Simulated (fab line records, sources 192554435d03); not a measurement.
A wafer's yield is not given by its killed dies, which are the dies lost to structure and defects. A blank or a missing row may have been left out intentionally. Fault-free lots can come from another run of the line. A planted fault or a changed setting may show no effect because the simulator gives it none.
fab line records	flow n5-finfet
[record] lots = 7	wafers = 39
route steps=1938 shown FIN_SAQP@96 HKMG_FIN@435 MOL_CONTACT_COAG@588
start-h: the number of hours between the record's first day and the start of the first shown wafer of the lot	wait-h: hours elapsed since this lot's preceding step	" as in the row above	L1.1+2: several wafers, shown together as one row	- no value present, or no start provided	* or withheld: withheld	< > ~ a bound
route shown NAME@n: names a module that has steps shown in the file, with the first one's number in the route	usual: mean and standard deviation over wafers with no fault	same: alike in all rows	chamber/n: place in a boat	sites: readings site by site	_std_site: standard deviation across them	_edge_site: outer sites' mean less inner sites'	radius-mm: for every site, how far away it sits from the centre of the wafer	mask NAME#n: copy n	behind: the tool/chamber that last shaped the wafer	hold: the reason the lot was held/the length of the hold in hours/how it ended	device: the transistor (n, p or np) that didn't switch	end of line: the tests these same wafers got at the end of their route	a step without rows: its recipe alone	killed: at the first sort, the dies lost to defects and structure; wafer yield is something else	map: per-die view of a wafer (x killed, . not killed, _ where there is no die)
set.NAME: the setting the step ran with; set.NAME@STEP: the setting that earlier step ran with	model.NAME: the simulator's own value behind a step, which no gauge read
lots with deliberately changed settings; one table per step, one row per wafer
[[steps]]
[step N5_FIN_SAQP_HM_DEP_03]
[recipe] material = SiNx	target-thk-a = 380	temp-c = 400	precursor = SiH4/NH3/N2	pressure-torr = 1.5	rf-w = 300	time-s = 33.6
lot.wafer	tool	chamber	start-h	wait-h	set.time-s	model.SiNx_of_FIN_SAQP_HM_DEP_03.thk-nm
L074.1	pecvd-03	1	20.91	0.2	33.6	38.06
L074.2	"	0	"	"	37.25	41.82
L074.3	"	2	"	"	33.6	38.27
L074.4	"	2	"	"	37.25	43.37
L074.5	"	1	"	"	33.6	38.48
L074.6	"	0	"	"	37.25	42.51
L077.1	pecvd-04	0	38.56	0.2	33.6	38.04
L077.2	"	1	"	"	28.28	32.1
L077.3	"	2	"	"	33.6	37.5
L077.4	"	1	"	"	33.6	38.25
L077.5	"	2	"	"	28.28	32.08
L077.6	"	0	"	"	28.28	32.59
L084.1	pecvd-03	1	80.36	0.2	33.6	38.53
L084.2	"	0	"	"	33.6	38.36
L084.3	"	2	"	"	33.6	38.23
L084.4	"	0	"	"	33.6	38.6
L084.5	"	1	"	"	33.6	38.85
L084.6	"	2	"	"	33.6	39.48
L087.1	pecvd-03	0	99.67	0.2	33.6	37.98
L087.2	"	2	"	"	33.6	38.68
L087.3	"	1	"	"	32.14	36.24
L087.4	"	1	"	"	33.6	38.79
L087.5	"	2	"	"	32.14	37.28
L087.6	"	0	"	"	32.14	36.79
L088.1	pecvd-01	2	105.02	0.2	33.6	38.88
L088.2	"	1	"	"	33.6	37.07
L088.3	"	0	"	"	33.6	37.7
L088.4	"	1	"	"	33.6	38.37
L088.5	"	0	"	"	33.6	38.82
L088.6	"	2	"	"	33.6	38.64
L089.1	pecvd-04	2	110.99	0.2	33.6	37.82
L089.5	"	0	"	"	33.6	38.4
L089.6	"	1	"	"	33.6	38.14
L097.1	pecvd-03	1	158.64	0.2	33.6	37.93
L097.2	"	0	"	"	33.6	37.96
L097.3	"	2	"	"	36.72	41.8
L097.4	"	1	"	"	36.72	42.09
L097.5	"	0	"	"	33.6	38.3
L097.6	"	2	"	"	36.72	42.32
[step N5_FIN_SAQP_THK_MEAS_05]
[usual] thk-nm = 38.3/0.46
lot.wafer	tool	chamber	start-h	wait-h	set.time-s@FIN_SAQP_HM_DEP_03	thk-nm
L074.1	film-metro-01	-	20.99	0.1	33.6	38.1
L074.2	"	-	"	"	37.25	41.8
L074.3	"	-	"	"	33.6	38.3
L074.4	"	-	"	"	37.25	43.4
L074.5	"	-	"	"	33.6	38.5
L074.6	"	-	"	"	37.25	42.5
L077.1	film-metro-02	-	38.65	0.1	33.6	38.1
L077.2	"	-	"	"	28.28	32.1
L077.3	"	-	"	"	33.6	37.5
L077.4	"	-	"	"	33.6	38.3
L077.5	"	-	"	"	28.28	32.0
L077.6	"	-	"	"	28.28	32.5
L084.1	film-metro-01	-	80.45	0.1	33.6	38.5
L084.2	"	-	"	"	33.6	38.4
L084.3	"	-	"	"	33.6	38.3
L084.4	"	-	"	"	33.6	38.6
L084.5	"	-	"	"	33.6	38.8
L084.6	"	-	"	"	33.6	39.5
L087.1	film-metro-01	-	99.75	0.1	33.6	38.0
L087.2	"	-	"	"	33.6	38.6
L087.3	"	-	"	"	32.14	36.2
L087.4	"	-	"	"	33.6	38.8
L087.5	"	-	"	"	32.14	37.3
L087.6	"	-	"	"	32.14	36.8
L088.1	film-metro-02	-	105.10	0.1	33.6	38.9
L088.2	"	-	"	"	33.6	37.1
L088.3	"	-	"	"	33.6	37.7
L088.4	"	-	"	"	33.6	38.4
L088.5	"	-	"	"	33.6	38.8
L088.6	"	-	"	"	33.6	38.6
L089.1	film-metro-02	-	111.08	0.1	33.6	37.8
L089.5	"	-	"	"	33.6	38.5
L089.6	"	-	"	"	33.6	38.1
L097.1	film-metro-02	-	158.72	0.1	33.6	38.0
L097.2	"	-	"	"	33.6	38.0
L097.3	"	-	"	"	36.72	41.8
L097.4	"	-	"	"	36.72	42.1
L097.5	"	-	"	"	33.6	38.3
L097.6	"	-	"	"	36.72	42.3
[step N5_FIN_SAQP_PECVD_47]
[recipe] material = a-Si	target-thk-a = 450	temp-c = 400	precursor = SiH4/He	pressure-torr = 3	rf-w = 100	time-s = 36.3
[step N5_FIN_SAQP_PECVD_48]
[recipe] material = SiNx	target-thk-a = 250	temp-c = 400	precursor = SiH4/NH3/N2	pressure-torr = 1.5	rf-w = 300	time-s = 22.1
[step N5_FIN_SAQP_ETCH_57]
[recipe] chemistry = CH3F/O2	target = SiNx	mask-material = SiO2	target-depth-a = 325	time-s = 46.4	pressure-mtorr = 30	source-w = 395	bias-w = 73	Ar_flow_sccm = 150	CH3F_flow_sccm = 30	O2_flow_sccm = 20	ion-energy-ev = 120	ends = cleared
[step N5_FIN_SAQP_ETCH_65]
[recipe] chemistry = CF4	target = SiO2	target-depth-a = 40	ion-energy-ev = 350	time-s = 4.4	pressure-mtorr = 10	icp-w = 800	bias-w = 400	cf4-flow-sccm = 80
[step N5_FIN_SAQP_MANDREL_ETCH_58]
[recipe] chemistry = HBr/Cl2	target = a-Si	target-depth-a = 450	bt-time-s = 10	stop-on = SiNx	mask-material = SiO2	over-etch-frac = 0.8	time-s = 27	pressure-mtorr = 10	icp-w = 800	bias-w = 75	HBr_flow_sccm = 150	Cl2_flow_sccm = 80	ends = end-point
lot.wafer	tool	chamber	start-h	wait-h	set.time-s@FIN_SAQP_HM_DEP_03	model.SiNx_of_FIN_SAQP_HM_DEP_03.thk-nm
L074.1	rie-si-06	2	23.98	0.0	33.6	38.06
L074.2	"	1	"	"	37.25	41.82
L074.3	"	0	"	"	33.6	38.27
L074.4	"	3	"	"	37.25	43.2
L074.5	"	3	"	"	33.6	38.4
L074.6	"	2	"	"	37.25	42.51
L077.1	rie-si-01	0	42.72	0.0	33.6	38.04
L077.2	"	2	"	"	28.28	32
L077.3	"	3	"	"	33.6	37.5
L077.4	"	1	"	"	33.6	38.25
L077.5	"	2	"	"	28.28	31.8
L077.6	"	1	"	"	28.28	32.59
L084.1	rie-si-04	3	83.53	0.0	33.6	38.53
L084.2	"	1	"	"	33.6	38.4
L084.3	"	2	"	"	33.6	38.23
L084.4	"	0	"	"	33.6	38.6
L084.5	"	3	"	"	33.6	38.85
L084.6	"	2	"	"	33.6	39.48
L087.1	rie-si-01	3	103.06	0.0	33.6	37.98
L087.2	"	1	"	"	33.6	38.68
L087.3	"	0	"	"	32.14	36.24
L087.4	"	2	"	"	33.6	38.6
L087.5	"	1	"	"	32.14	37.28
L087.6	"	0	"	"	32.14	36.79
L088.1	rie-si-04	0	108.03	0.0	33.6	38.88
L088.2	"	1	"	"	33.6	37
L088.3	"	3	"	"	33.6	37.7
L088.4	"	2	"	"	33.6	38.37
L088.5	"	1	"	"	33.6	38.8
L088.6	"	0	"	"	33.6	38.64
L089.1	rie-si-04	1	114.80	0.0	33.6	37.8
L089.5	"	2	"	"	33.6	38.4
L089.6	"	3	"	"	33.6	38.14
L097.1	rie-si-06	2	161.76	0.0	33.6	37.93
L097.2	"	3	"	"	33.6	37.8
L097.3	"	0	"	"	36.72	41.8
L097.4	"	0	"	"	36.72	42.09
L097.5	"	2	"	"	33.6	38.3
L097.6	"	3	"	"	36.72	42.2
[step N5_FIN_SAQP_RECESS_63]
[recipe] chemistry = HF/NH3	target = SiO2	target-depth-a = 180	afs-cycles = 3	temp-c = 30	sublimation-temp-c = 180	sublimation-time-s = 60
[step N5_FIN_SAQP_COAT_68]
[recipe] resist = SOC	temp-c = 250	time-s = 60	spin-rpm = 1500	resist-thk-nm = 100
[step N5_FIN_SAQP_MANDREL2_REMOVE_60]
[recipe] chemistry = HBr/Cl2/O2	bt-time-s = 10	target = a-Si	stop-on = SiNx	endpoint = OES-SiCl	over-etch-frac = 1	icp-w = 600	bias-w = 22	HBr_flow_sccm = 150	Cl2_flow_sccm = 80	O2_flow_sccm = 5	pressure-mtorr = 10
[step N5_FIN_SAQP_HM_OPEN_33]
[recipe] chemistry = CH3F/O2	target = SiNx	mask-material = SiO2	target-depth-a = 494	time-s = 70.6	pressure-mtorr = 30	source-w = 395	bias-w = 73	Ar_flow_sccm = 150	CH3F_flow_sccm = 30	O2_flow_sccm = 20	ion-energy-ev = 120	ends = cleared
[usual] etch-rf-on-time-s = 69.9/1.4
lot.wafer	tool	chamber	start-h	wait-h	set.time-s@FIN_SAQP_HM_DEP_03	etch-rf-on-time-s	model.etch.depth-nm
L074.1	rie-diel-04	3	25.55	0.0	33.6	69.5	37.43
L074.2	"	0	"	"	37.25	75.5	41.19
L074.3	"	2	"	"	33.6	68.8	37.64
L074.4	"	1	"	"	37.25	77.7	42.64
L074.5	"	2	"	"	33.6	68.8	37.75
L074.6	"	1	"	"	37.25	76.1	41.88
L077.1	rie-diel-02	3	44.12	0.0	33.6	70.0	37.42
L077.2	"	2	"	"	28.28	58.9	31.28
L077.3	"	0	"	"	33.6	68.5	36.87
L077.4	"	1	"	"	33.6	70.1	37.62
L077.5	"	3	"	"	28.28	58.7	31.26
L077.6	"	2	"	"	28.28	59.3	31.97
L084.1	rie-diel-04	2	85.04	0.0	33.6	68.9	37.91
L084.2	"	0	"	"	33.6	69.8	37.73
L084.3	"	1	"	"	33.6	67.5	37.6
L084.4	"	3	"	"	33.6	70.0	37.97
L084.5	"	2	"	"	33.6	70.3	38.22
L084.6	"	1	"	"	33.6	69.9	38.85
L087.1	rie-diel-04	0	104.47	0.0	33.6	68.2	37.35
L087.2	"	3	"	"	33.6	70.4	38.05
L087.3	"	2	"	"	32.14	65.0	35.61
L087.4	"	1	"	"	33.6	67.9	37.97
L087.5	"	2	"	"	32.14	66.7	36.65
L087.6	"	1	"	"	32.14	65.0	36.16
L088.1	rie-diel-05	3	109.44	0.0	33.6	69.8	38.26
L088.2	"	1	"	"	33.6	66.0	36.44
L088.3	"	0	"	"	33.6	66.9	37.07
L088.4	"	2	"	"	33.6	71.0	37.74
L088.5	"	1	"	"	33.6	69.4	38.19
L088.6	"	2	"	"	33.6	71.2	38.01
L089.1	rie-diel-05	1	117.50	0.1	33.6	67.9	37.19
L089.5	"	3	"	"	33.6	69.2	37.77
L089.6	"	2	"	"	33.6	70.9	37.51
L097.1	rie-diel-02	0	163.61	0.0	33.6	70.4	37.3
L097.2	"	2	"	"	33.6	70.2	37.23
L097.3	"	1	"	"	36.72	76.7	41.18
L097.4	"	3	"	"	36.72	76.3	41.46
L097.5	"	2	"	"	33.6	71.5	37.67
L097.6	"	1	"	"	36.72	77.5	41.59
[step N5_HKMG_FIN_ETCH_32]
[recipe] chemistry = N2/H2	target = SOC	target-depth-a = 2400	temp-c = 40	time-s = 300	ion-energy-ev = 200	mask-material = SiARC	pressure-mtorr = 30	source-w = 840	bias-w = 150	n2-flow-sccm = 200	h2-flow-sccm = 200
[usual] rf-vpp-V = 524.8/2.5
lot.wafer	tool	chamber	start-h	wait-h	set.source-w	rf-vpp-V	model.HKMG_FIN.feature-depth-nm	model.etch.depth-nm
L074.1	rie-diel-02	1	76.62	0.0	840	524.4	237.4	237.3
L074.2	"	2	"	"	737.5	551.7	213.4	213.4
L074.3	"	3	"	"	737.5	549.0	213.2	213.1
L074.4	"	0	"	"	840	521.1	238.6	238.7
L074.5	"	3	"	"	737.5	548.7	211.8	211.9
L074.6	"	2	"	"	840	528.3	237.4	237.4
L077.1	rie-diel-04	3	91.13	0.0	763	543.2	221.4	221.5
L077.2	"	2	"	"	840	522.3	246.6	246.6
L077.3	"	0	"	"	763	540.0	221.2	221.1
L077.4	"	1	"	"	840	525.0	249.2	249.2
L077.5	"	2	"	"	763	540.3	228.8	228.8
L077.6	"	3	"	"	840	524.6	240.8	240.8
L084.1	rie-diel-05	3	132.75	0.0	840	529.8	241.2	241.2
L084.2	"	1	"	"	912.7	510.3	263.6	263.6
L084.3	"	0	"	"	840	522.8	244	244
L084.4	"	2	"	"	912.7	510.3	249.2	249.3
L084.5	"	3	"	"	840	528.3	240	240
L084.6	"	2	"	"	912.7	512.9	249.8	249.8
L087.1	rie-diel-05	2	152.74	0.0	995.4	497.3	267.2	267.2
L087.2	"	3	"	"	840	528.0	238.2	238.2
L087.3	"	1	"	"	995.4	493.3	282.4	282.3
L087.4	"	0	"	"	995.4	494.2	280.2	280.2
L087.5	"	1	"	"	840	520.1	243.4	243.5
L087.6	"	2	"	"	840	526.0	234.2	234.1
L088.1	rie-diel-05	2	157.88	0.0	840	527.6	233.4	233.4
L088.2	"	1	"	"	759.5	541.9	224.6	224.6
L088.3	"	0	"	"	840	521.6	243	243.1
L088.4	"	3	"	"	759.5	546.2	220.8	220.9
L088.5	"	3	"	"	840	527.1	242.2	242.3
L088.6	"	0	"	"	759.5	540.3	224.6	224.7
L089.1	rie-diel-02	3	167.34	0.0	840	527.2	241.2	241.1
L089.5	"	0	"	"	840	521.3	236	236.1
L089.6	"	3	"	"	840	526.4	239.4	239.3
L097.1	rie-diel-05	3	215.26	0.0	904.7	515.6	255.6	255.5
L097.2	"	0	"	"	840	522.3	243.2	243.2
L097.3	"	1	"	"	840	522.5	244.2	244.2
L097.4	"	1	"	"	904.7	510.6	261.2	261.1
L097.5	"	3	"	"	840	527.2	243.2	243.2
L097.6	"	0	"	"	904.7	510.7	259	258.9
[step N5_MOL_CONTACT_COAG_ETCH_47]
[recipe] chemistry = CH3F/O2	target = SiNx	target-depth-a = 270	mask-material = SiO2	stop-on = W	over-etch-frac = 0.2	ion-energy-ev = 120	endpoint = OES-CN	pressure-mtorr = 30	source-w = 395	bias-w = 73	Ar_flow_sccm = 150	CH3F_flow_sccm = 30	O2_flow_sccm = 20	ends = end-point
lot.wafer	tool	chamber	start-h	wait-h	set.over-etch-frac	model.etch.over-etch-s
L074.1	rie-diel-02	2	102.19	0.0	0.214	5.624
L074.2	"	1	"	"	0.214	5.533
L074.3	"	0	"	"	0.214	5.562
L074.4	"	3	"	"	0.2	5.201
L074.5	"	2	"	"	0.2	5.26
L074.6	"	3	"	"	0.2	5.245
L077.1	rie-diel-04	1	115.84	0.0	0.1938	4.83
L077.2	"	3	"	"	0.1938	5.029
L077.3	"	0	"	"	0.2	5.151
L077.4	"	2	"	"	0.2	5.104
L077.5	"	0	"	"	0.2	5.193
L077.6	"	3	"	"	0.1938	5.022
L084.1	rie-diel-02	1	153.61	0.0	0.2109	5.431
L084.2	"	2	"	"	0.2	5.244
L084.3	"	0	"	"	0.2109	5.475
L084.4	"	3	"	"	0.2109	5.406
L084.5	"	1	"	"	0.2	5.232
L084.6	"	2	"	"	0.2	5.262
L087.1	rie-diel-04	3	174.28	0.0	0.212	5.549
L087.2	"	1	"	"	0.2	5.021
L087.3	"	2	"	"	0.2	5.101
L087.4	"	3	"	"	0.212	5.449
L087.5	"	2	"	"	0.212	5.386
L087.6	"	1	"	"	0.2	5.016
L088.1	rie-diel-05	1	182.03	0.0	0.2	5.031
L088.2	"	3	"	"	0.2	5.107
L088.3	"	0	"	"	0.2125	5.5
L088.4	"	2	"	"	0.2	5.224
L088.5	"	0	"	"	0.2125	5.448
L088.6	"	1	"	"	0.2125	5.425
L089.1	rie-diel-05	2	195.17	0.0	0.2	5.191
L089.5	"	0	"	"	0.2	5.119
L089.6	"	1	"	"	0.2	4.985
L097.1	rie-diel-02	0	235.63	0.0	0.2142	5.752
L097.2	"	2	"	"	0.2	5.331
L097.3	"	3	"	"	0.2	5.171
L097.4	"	1	"	"	0.2	5.286
L097.5	"	1	"	"	0.2142	5.694
L097.6	"	0	"	"	0.2142	5.75
[[key]]
[split] step = N5_FIN_SAQP_HM_DEP_03	setting = time-s	stated = 33.6	by = wafer
[response] step = N5_FIN_SAQP_HM_DEP_03	reading = model.SiNx_of_FIN_SAQP_HM_DEP_03.thk-nm	change = +0.382	per = 1%	r = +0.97
[response] step = N5_FIN_SAQP_THK_MEAS_05	reading = thk-nm	change = *	per = 1%	r = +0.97
[response] step = N5_FIN_SAQP_MANDREL_ETCH_58	reading = model.SiNx_of_FIN_SAQP_HM_DEP_03.thk-nm	change = +0.386	per = 1%	r = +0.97
[response] step = N5_FIN_SAQP_HM_OPEN_33	reading = etch-rf-on-time-s	change = *	per = 1%	r = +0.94
[response] step = N5_FIN_SAQP_HM_OPEN_33	reading = model.etch.depth-nm	change = +0.386	per = 1%	r = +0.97
[split] step = N5_HKMG_FIN_ETCH_32	setting = source-w	stated = 840	by = wafer
[response] step = N5_HKMG_FIN_ETCH_32	reading = rf-vpp-V	change = -1.76	per = 1%	r = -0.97
[response] step = N5_HKMG_FIN_ETCH_32	reading = model.HKMG_FIN.feature-depth-nm	change = +1.98	per = 1%	r = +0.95
[response] step = N5_HKMG_FIN_ETCH_32	reading = model.etch.depth-nm	change = +1.98	per = 1%	r = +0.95
[split] step = N5_MOL_CONTACT_COAG_ETCH_47	setting = over-etch-frac	stated = 0.2	by = wafer
[response] step = N5_MOL_CONTACT_COAG_ETCH_47	reading = model.etch.over-etch-s	change = +0.0558	per = 1%	r = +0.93
